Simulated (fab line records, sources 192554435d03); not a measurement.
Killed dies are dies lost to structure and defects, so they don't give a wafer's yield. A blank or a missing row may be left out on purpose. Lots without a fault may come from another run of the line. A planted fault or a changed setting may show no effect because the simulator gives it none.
Split-lot experiment | flow n5_finfet | 7 lots, 21 wafers read, on a route of 1938 steps

THE SPLIT
At N5_MIM_TOP_LITHO_EXPOSE_05 (exposes mask MIM TOP, target cd 2000 nm), the setting dose_mj was moved away from the recipe's 20.5 on 9 of the 21 wafers read, by -2.2% to +7.3%. The other wafers ran this setting at the recipe's value.

FROM THE SPLIT TO THE READING: what the file shows between them, 3 steps
- N5_MIM_TOP_LITHO_PEB_06
- N5_MIM_TOP_LITHO_DEVELOP_07: develop time 60 s
- N5_MIM_TOP_LITHO_HARDBAKE_09: time 120 s

THE READING
cd_nm, in nm, at N5_MIM_TOP_LITHO_CD_MEAS_08 (target cd 2000 nm). Fault-free wafers of this fab line usually give 2000.3 nm, standard deviation 1.8 nm.

wafer  | tool, chamber at the split | dose_mj as run | against the recipe | cd_nm, nm | against lot-mates on the recipe
L079.1 | krf_scanner-02, 0          | 22             | +7.3%              | 1983.7    | -12.7
L079.2 | krf_scanner-02, 0          | 22             | +7.3%              | 1985.5    | -10.9
L079.5 | krf_scanner-02, 0          | 20.5           | recipe             | 1996.4    | -
L088.2 | krf_scanner-01, 0          | 20.5           | recipe             | 2000.5    | -
L088.4 | krf_scanner-01, 0          | 21.8           | +6.3%              | 1992.4    | -7.9
L088.6 | krf_scanner-01, 0          | 20.5           | recipe             | 2000.1    | -
L094.1 | krf_scanner-02, 0          | 20.04          | -2.2%              | 2004.2    | +2.8
L094.4 | krf_scanner-02, 0          | 20.5           | recipe             | 2001.4    | -
L094.6 | krf_scanner-02, 0          | 20.04          | -2.2%              | 2003.9    | +2.5
L090.1 | krf_scanner-02, 0          | 20.5           | recipe             | 2002.7    | -
L090.3 | krf_scanner-02, 0          | 21.05          | +2.7%              | 1996.1    | -6.4
L090.5 | krf_scanner-02, 0          | 20.5           | recipe             | 2002.3    | -
L096.1 | krf_scanner-02, 0          | 20.5           | recipe             | 2001.3    | -
L096.3 | krf_scanner-02, 0          | 21.25          | +3.7%              | 1993.6    | -6.1
L096.6 | krf_scanner-02, 0          | 20.5           | recipe             | 1998.1    | -
L092.1 | krf_scanner-02, 0          | 20.5           | recipe             | 1997.9    | -
L092.2 | krf_scanner-02, 0          | 21.85          | +6.6%              | 1986.0    | -11.9
L092.3 | krf_scanner-02, 0          | 21.85          | +6.6%              | 1988.6    | -9.3
L095.1 | krf_scanner-02, 0          | 20.5           | recipe             | 1999.4    | -
L095.2 | krf_scanner-02, 0          | 20.5           | recipe             | 2000.9    | -
L095.6 | krf_scanner-02, 0          | 20.5           | recipe             | 2002.3    | -

THE FIT
A straight line over all 21 wafers: cd_nm changes by -1.9 nm for each +1% of dose_mj; r = -0.95; the points scatter about the line by 2 nm.
The same after taking each lot's own level away (the mean of its wafers on the recipe; 21 wafers): -1.53 nm for each +1%; r = -0.98; scatter 1.1 nm.
On that fit, the largest move of dose_mj shifts the reading by 11 nm.
The lots' own levels span 1996.40 to 2002.50 nm, that is 3.4 times the standard deviation above.
So the lot-to-lot level changes the slope: the two fits differ.
Check: with one of the wafers moved furthest among these (+7.3%) left out of the fit, the line predicts -11.1 nm for it against its lot-mates. It came out at -12.7 nm against them.

OTHER SPLITS ON THESE WAFERS
These wafers also went through other splits before the reading. Each is held against what the fit with the lots' levels taken away leaves over:
other split on the same wafers        | wafers away from the commonest value | r with cd_nm (lot level and that fit taken away)
N5_BEOL_M14_DEVELOP_27 develop_time_s | 11                                   | -0.01

THE WHOLE CHAIN: every reading that the file lists as answering this split, in the file's order
step                        | what it does             | reading                                                              | change (the file's fit)              | r (the file's)
N5_MIM_TOP_LITHO_CD_MEAS_08 | target cd 2000 nm        | cd_nm                                                                | -1.55 nm for each +1% of the setting | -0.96
N5_MIM_TOP_LITHO_DESCUM_10  | chemistry O2, time 7.9 s | MIM_TOP_LITHO.cd_nm (the simulator's own value, which no gauge read) | -1.57 nm for each +1% of the setting | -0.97

THE FILE'S OWN FIT
cd_nm changes by -1.55 nm for each +1% of dose_mj, r = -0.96.
